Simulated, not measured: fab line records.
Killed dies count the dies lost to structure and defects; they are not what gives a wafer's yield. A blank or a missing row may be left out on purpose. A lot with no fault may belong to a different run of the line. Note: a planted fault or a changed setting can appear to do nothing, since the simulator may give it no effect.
Struck lot and sound lot, side by side ; flow nand-harc ; 30 steps out of a route of 1159
Sound: the wafers L107.1, L107.4, L107.6. Struck: wafers L120.1, L120.4 (left out: L120.6, a lot-mate that was not struck); the cause follows at the end.
For every step that has rows: the tool of each side, followed by ch and its chambers, followed by its first start. Under that, the readings that differ: sound wafers ; struck wafers ; difference of the means ; sigmas: that difference in standard deviations of wafers without a fault.
alike: readings with means less than 2 such deviations apart, plus words and numbers identical on both sides. not compared: withheld readings, readings lacking a value on some wafer, bounds such as >300 that could conceal the same value, and numbers that have no deviation in the record and whose values overlap.
A row with sigmas, a row that says differs or no value, or rows on one side alone: a step with any of these is where the two part. When numbers do not overlap yet have no deviation, they are printed without sigmas and do not part them. A reading missing from all wafers of one side parts the sides only when that side holds two or more wafers.

NHARC_A_CHANNEL_HOLE_D1_CD_MEAS_10 targets a cd of 100 nm.
  sound on cd-sem-02 ch 0, day 10 05:46; struck on cd-sem-02 ch 0, day 13 12:11
  alike: cd-nm
NHARC_A_CHANNEL_HOLE_D1_OVL_MEAS_11:
  sound on overlay-02, day 10 05:51; struck on overlay-02, day 13 12:17
  alike: overlay-x-nm, overlay-y-nm
NHARC_A_CHANNEL_HOLE_D1_INSPECT_12:
  sound on defect-inspect-02, day 10 05:53; struck on defect-inspect-02, day 13 12:19
  alike: raw-defect-count
then, 5 steps without rows for these wafers: NHARC_A_CHANNEL_HOLE_D1_DESCUM_15 (chemistry O2, time 3 s); NHARC_A_CHANNEL_HOLE_D1_ETCH_38 (etches the open film in CF4, target depth 39 nm, time 65 s); NHARC_A_CHANNEL_HOLE_D1_ETCH_39 (etches the open film in N2/H2, target depth 260 nm, time 325 s); NHARC_A_CHANNEL_HOLE_D1_ETCH_34 (etches the open film in CF4/CHF3, target depth 154 nm, time 77 s); NHARC_A_CHANNEL_HOLE_D1_ETCH_16 (etches the open film in O2/COS, target depth 3100 nm, time 806 s).
NHARC_A_CHANNEL_HOLE_D1_CD_MEAS_18:
  sound on cd-sem-03, day 10 07:11; struck on cd-sem-02, day 13 13:29
  alike: cd-nm
then, 3 steps without rows for these wafers: NHARC_A_CHANNEL_HOLE_D1_ETCH_19 (etches the open film in C4F8/O2/Ar, time 34.5 s); NHARC_A_CHANNEL_HOLE_D1_ETCH_20 (etches the open film in C4F8/O2/Ar, time 361.9 s, target depth 1600 nm); NHARC_A_CHANNEL_HOLE_D1_ETCH_21 (etches the open film in C4F8/O2/Ar, time 514.3 s, target depth 1600 nm).
NHARC_A_CHANNEL_HOLE_D1_ETCH_22: etches the open film in C4F8/O2/Ar, time 666.7 s, target depth 1600 nm.
  sound on har-etch-01 ch 0,1, day 10 08:13; struck on har-etch-01 ch 0, day 13 14:26
  alike: drypump-motor-current-A, showerhead-plenum-p-Torr, throttle-valve-pct
  not compared: rf-hours-counter-h
NHARC_A_CHANNEL_HOLE_D1_ETCH_23: etches the open film in C4F8/O2/Ar, time 819 s, target depth 1600 nm.
  sound on har-etch-01 ch 0,1, day 10 08:49; struck on har-etch-01 ch 0, day 13 15:01
  alike: drypump-motor-current-A, showerhead-plenum-p-Torr, throttle-valve-pct
  not compared: rf-hours-counter-h
then, 1 step without rows for these wafers: NHARC_A_CHANNEL_HOLE_D1_ETCH_24 (etches the open film in C4F8/O2/Ar, time 906.2 s, target depth 1500 nm).
NHARC_A_CHANNEL_HOLE_D1_ETCH_25: etches the open film in C4F8/O2/Ar, time 1040.2 s, target depth 1500 nm.
  sound on har-etch-01 ch 0,1, day 10 10:18; struck on har-etch-01 ch 0, day 13 16:29
  alike: drypump-motor-current-A, showerhead-plenum-p-Torr, throttle-valve-pct
  not compared: rf-hours-counter-h
NHARC_A_CHANNEL_HOLE_D1_ETCH_26: etches the open film in C4F8/O2/Ar, time 224.1 s, target depth 300 nm.
  sound on har-etch-01 ch 0,1, day 10 11:04; struck on har-etch-01 ch 0, day 13 17:22
  alike: drypump-motor-current-A, showerhead-plenum-p-Torr, throttle-valve-pct
  not compared: rf-hours-counter-h
then, 5 steps without rows for these wafers: NHARC_A_CHANNEL_HOLE_D1_ETCH_33 (etches the open film in C4F8/O2/Ar, time 90 s, target depth 400 nm); NHARC_A_CHANNEL_HOLE_D1_STRIP_41 (strips in N2/H2); NHARC_A_CHANNEL_HOLE_D1_STRIP_42 (strips in CF4/CHF3); NHARC_A_CHANNEL_HOLE_D1_STRIP_43 (strips in O2/COS); NHARC_A_CHANNEL_HOLE_D1_ETCH_44 (etches the open film in CF4/O2, target depth 140 nm, overetch 14 nm, time 77 s).
NHARC_A_CHANNEL_HOLE_D1_STRIP_27: strips in O2.
  sound on rie-diel-03 ch 1,2,3; struck on rie-diel-06 ch 0,3
reading;sound;struck;difference;sigmas
throttle-valve-pct (%);17.051 17.053 17.033;17.015 17.033;-0.022;-3
  alike: drypump-motor-current-A, oes-product-au, rf-vpp-V, showerhead-plenum-p-Torr
  not compared: rf-hours-counter-h
then, 2 steps without rows for these wafers: NHARC_A_CHANNEL_HOLE_D1_PRECLEAN_28 (cleans in SC1); NHARC_A_CHANNEL_HOLE_D1_SRD_29.
NHARC_A_CHANNEL_HOLE_D1_CD_MEAS_30:
  sound on cd-sem-02, day 10 12:52; struck on cd-sem-02, day 13 19:07
  alike: cd-nm
NHARC_A_CHANNEL_HOLE_D1_XSEM_31:
  sound on xsem-02 ch 0, day 10 12:57; struck on xsem-01 ch 0, day 13 19:12
reading;sound;struck;difference;sigmas
tilt-deg (degrees);0.10 0.10 0.10;0.01 0.01;-0.09;-2
  alike: bot-cd-nm, bow-nm
NHARC_A_CHANNEL_HOLE_D1_INSPECT_40:
  sound on defect-inspect-02, day 10 13:03; struck on defect-inspect-01, day 13 19:18
reading;sound;struck;difference;sigmas
raw-defect-count;108 78 74;557 573;+478;+30
then, 1 step without rows for these wafers: NHARC_A_CHANNEL_FILL_D1_PRECLEAN_00 (cleans in SC1).
-- record jumps: 10 days between struck wafers' starts before vs after; left off in module A_CHANNEL_FILL_D1, resumes in module END, first step shown is number 1159 of the route --
NHARC_END_SORT_01:
  at this point the record logs the struck wafers (prober-02 ch 0, day 24 02:19) and has no rows for the sound ones

== WHERE THEY PART ==
At NHARC_A_CHANNEL_HOLE_D1_STRIP_27 first; at NHARC_END_SORT_01 last (within this record only).

WHY: what had been put in by the simulator
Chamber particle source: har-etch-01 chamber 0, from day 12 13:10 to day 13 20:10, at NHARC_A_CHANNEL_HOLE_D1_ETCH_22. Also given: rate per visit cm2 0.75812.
